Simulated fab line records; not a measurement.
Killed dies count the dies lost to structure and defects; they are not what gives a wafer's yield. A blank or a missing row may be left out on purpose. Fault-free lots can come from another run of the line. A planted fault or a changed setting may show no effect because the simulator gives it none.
Matching of chambers    flow n5 finfet    rie diel-01 running N5_GATE_CUT_STRIP_59: 4 sister chambers
The step strips in N2/H2, time 20 s. 18 wafers are shown with their chamber, then 9 later ones without.

## EACH WAFER AND ITS CHAMBER
wafer   chamber  showerhead plenum p Torr (Torr)  drypump motor current A (A)  throttle valve pct (%)
L075.3  1        3.29                             6.1                          12.16
L075.4  3        3.54                             6.3                          12.39
L075.6  0        3.16                             6.1                          12.33
L078.1  2        3.48                             6.1                          12.46
L078.2  0        3.16                             6.1                          12.33
L078.4  1        3.29                             6.1                          12.16
L079.4  0        3.16                             6.1                          12.34
L079.5  2        3.48                             6.1                          12.48
L079.6  3        3.54                             6.3                          12.42
L082.4  1        3.28                             6.1                          12.18
L082.5  3        3.53                             6.4                          12.41
L082.6  2        3.48                             6.1                          12.47
L083.1  3        3.53                             6.4                          12.43
L083.4  1        3.28                             6.1                          12.21
L083.5  0        3.16                             6.1                          12.36
L091.2  3        3.52                             6.4                          12.47
L091.3  1        3.27                             6.1                          12.22
L091.4  3        3.53                             6.3                          12.47

SIGNATURES (averages over the wafers above)
reading                   chamber 0  chamber 1  chamber 2  chamber 3  scatter within a chamber
showerhead plenum p Torr  3.1600     3.2820     3.4800     3.5317     0.00634
drypump motor current A   6.100      6.100      6.100      6.350      0.0327
throttle valve pct        12.3400    12.1860    12.4700    12.4317    0.0256
Rule: distance of a wafer from a chamber = root of the sum over the readings of ((wafer's reading minus chamber's mean) / reading's scatter) squared. The wafer belongs to the nearest chamber; if the next one is less than 2 further off, it can't be placed. The scatter: take each reading less its chamber's mean, square it, sum over the shown wafers, divide by the number of wafers less the number of chambers, and take the root.

## WAFERS WITH NO CHAMBER GIVEN
wafer   showerhead plenum p Torr (Torr)  drypump motor current A (A)  throttle valve pct (%)
L092.2  3.27                             6.1                          12.26
L092.5  3.27                             6.2                          12.24
L092.6  3.52                             6.4                          12.47
L093.1  3.27                             6.1                          12.24
L093.3  3.52                             6.3                          12.47
L093.4  3.15                             6.1                          12.41
L095.1  3.27                             6.2                          12.26
L095.4  3.47                             6.1                          11.89
L095.6  3.52                             6.4                          12.50

## WHICH CHAMBER EACH ONE RAN IN
wafer   from the rows above      in truth
L092.2  1                        1
L092.5  1                        1
L092.6  3                        3
L093.1  1                        1
L093.3  3                        3
L093.4  0                        0
L095.1  1                        1
L095.4  can't be placed: 2 or 3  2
L095.6  3                        3
8 of 9 placed correctly. Can't be placed from these rows: 1 (the true chamber is among the candidates in 1). 0 placed wrongly.
